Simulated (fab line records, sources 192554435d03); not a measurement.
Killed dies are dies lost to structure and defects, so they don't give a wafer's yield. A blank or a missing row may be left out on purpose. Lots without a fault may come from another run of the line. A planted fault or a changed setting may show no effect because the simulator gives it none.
Split-lot experiment | flow n5_finfet | 7 lots, 21 wafers read, on a route of 1938 steps

THE SPLIT
At N5_WELL_APT_PEB_06 (peb time 90 s), the setting peb_time_s was moved away from the recipe's 90 s on 9 of the 21 wafers read, by -20.8% to -5.7%. The other wafers ran this setting at the recipe's value.

FROM THE SPLIT TO THE READING: what the file shows between them, 2 steps
- N5_WELL_APT_DEVELOP_07: develop time 45 s
- N5_WELL_APT_HARDBAKE_12: time 120 s

THE READING
cd_nm, in nm, at N5_WELL_APT_CD_MEAS_08 (target cd 200 nm). Fault-free wafers of this fab line usually give 200.2 nm, standard deviation 1.1 nm.

wafer  | tool, chamber at the split | peb_time_s as run, s | against the recipe | cd_nm, nm | against lot-mates on the recipe
L074.1 | litho_track-01, 0          | 90                   | recipe             | 201.3     | -
L074.3 | litho_track-01, 0          | 80.47                | -10.6%             | 197.2     | -4.1
L074.4 | litho_track-01, 0          | 80.47                | -10.6%             | 197.1     | -4.2
L077.2 | litho_track-04, 0          | 90                   | recipe             | 198.4     | -
L077.3 | litho_track-04, 0          | 90                   | recipe             | 200.8     | -
L077.6 | litho_track-04, 0          | 90                   | recipe             | 198.9     | -
L078.1 | litho_track-03, 0          | 80.47                | -10.6%             | 195.4     | -3.8
L078.2 | litho_track-03, 0          | 80.47                | -10.6%             | 194.0     | -5.2
L078.6 | litho_track-03, 0          | 90                   | recipe             | 199.2     | -
L080.2 | litho_track-03, 0          | 90                   | recipe             | 197.3     | -
L080.3 | litho_track-03, 0          | 83.29                | -7.5%              | 194.1     | -3.5
L080.5 | litho_track-03, 0          | 90                   | recipe             | 197.9     | -
L082.2 | litho_track-01, 0          | 90                   | recipe             | 200.7     | -
L082.3 | litho_track-01, 0          | 90                   | recipe             | 200.7     | -
L082.5 | litho_track-01, 0          | 90                   | recipe             | 200.3     | -
L086.1 | litho_track-03, 0          | 90                   | recipe             | 201.9     | -
L086.5 | litho_track-03, 0          | 84.85                | -5.7%              | 198.3     | -3.6
L086.6 | litho_track-03, 0          | 84.85                | -5.7%              | 200.5     | -1.4
L095.1 | litho_track-04, 0          | 90                   | recipe             | 200.4     | -
L095.3 | litho_track-04, 0          | 71.29                | -20.8%             | 189.0     | -11.4
L095.4 | litho_track-04, 0          | 71.29                | -20.8%             | 193.3     | -7.1

THE FIT
A straight line over all 21 wafers: cd_nm changes by +0.408 nm for each +1% of peb_time_s; r = +0.86; the points scatter about the line by 1.7 nm.
The same after taking each lot's own level away (the mean of its wafers on the recipe; 21 wafers): +0.436 nm for each +1%; r = +0.96; scatter 0.94 nm.
On that fit, the largest move of peb_time_s shifts the reading by 9.1 nm.
The lots' own levels span 197.60 to 201.90 nm, that is 3.9 times the standard deviation above.
So the lot-to-lot level changes the slope little: the two slopes agree.
Check: with one of the wafers moved furthest among these (-20.8%) left out of the fit, the line predicts -7.93 nm for it against its lot-mates. It came out at -11.4 nm against them.

OTHER SPLITS ON THESE WAFERS
These wafers also went through other splits before the reading. Each is held against what the fit with the lots' levels taken away leaves over:
other split on the same wafers | wafers away from the commonest value | r with cd_nm (lot level and that fit taken away)
N5_WELL_APT_COAT_02 spin_rpm   | 8                                    | +0.47

THE WHOLE CHAIN: every reading that the file lists as answering this split, in the file's order
step                   | what it does             | reading                                                         | change (the file's fit)               | r (the file's)
N5_WELL_APT_CD_MEAS_08 | target cd 200 nm         | cd_nm                                                           | +0.435 nm for each +1% of the setting | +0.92
N5_WELL_APT_DESCUM_13  | chemistry O2, time 7.9 s | WELL_APT.cd_nm (the simulator's own value, which no gauge read) | +0.429 nm for each +1% of the setting | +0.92

THE FILE'S OWN FIT
cd_nm changes by +0.435 nm for each +1% of peb_time_s, r = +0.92.
